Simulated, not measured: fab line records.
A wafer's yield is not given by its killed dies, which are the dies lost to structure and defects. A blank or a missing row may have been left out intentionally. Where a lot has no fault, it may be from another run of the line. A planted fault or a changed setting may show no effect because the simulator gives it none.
Chamber matching	flow n5 finfet	N5_BEOL_M4_CO_CAP_55 on cvd co-01: 3 sister chambers
The step material Co, precursor CCTBA/H2, target thk 2 nm, time 102.1 s. 6 wafers are shown with their chamber, then 7 later ones without.

WAFERS, EACH WITH ITS CHAMBER
wafer	chamber	heater power w (W)	susceptor temp C (C)
L667.1	2	257	199.94
L667.4	2	266	200.25
L668.1	0	236	200.06
L671.1	0	240	200.28
L671.3	1	294	200.08
L671.6	1	301	200.16

WAFERS WITH NO CHAMBER GIVEN
wafer	heater power w (W)	susceptor temp C (C)
L680.5	240	199.78
L680.6	266	199.98
L681.5	246	200.22
L681.6	295	200.06
L687.1	265	200.05
L687.3	294	200.01
L687.6	299	199.95

THE CHAMBER EACH PASSED THROUGH
wafer	from the rows above	in truth
L680.5	0	0
L680.6	2	2
L681.5	can't be placed: 0 or 2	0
L681.6	1	1
L687.1	2	2
L687.3	1	1
L687.6	1	1
Correct placement for 6 of the 7. These rows do not allow placing 1 (true chamber among the candidates in 1). Wrongly placed: 0.
How it was worked out, from the rows above alone: a wafer's distance from a chamber is the root of the sum, over the readings, of the square of ((its reading less the chamber's mean) divided by the reading's scatter). If the next closest chamber is less than 2 further off than the closest, the wafer can't be placed; otherwise it belongs to the closest. Each chamber's mean is taken over the wafers shown for it. The scatter is the square root of a quotient: the sum, over the shown wafers, of each reading's squared deviation from its chamber's mean, divided by wafers minus chambers.
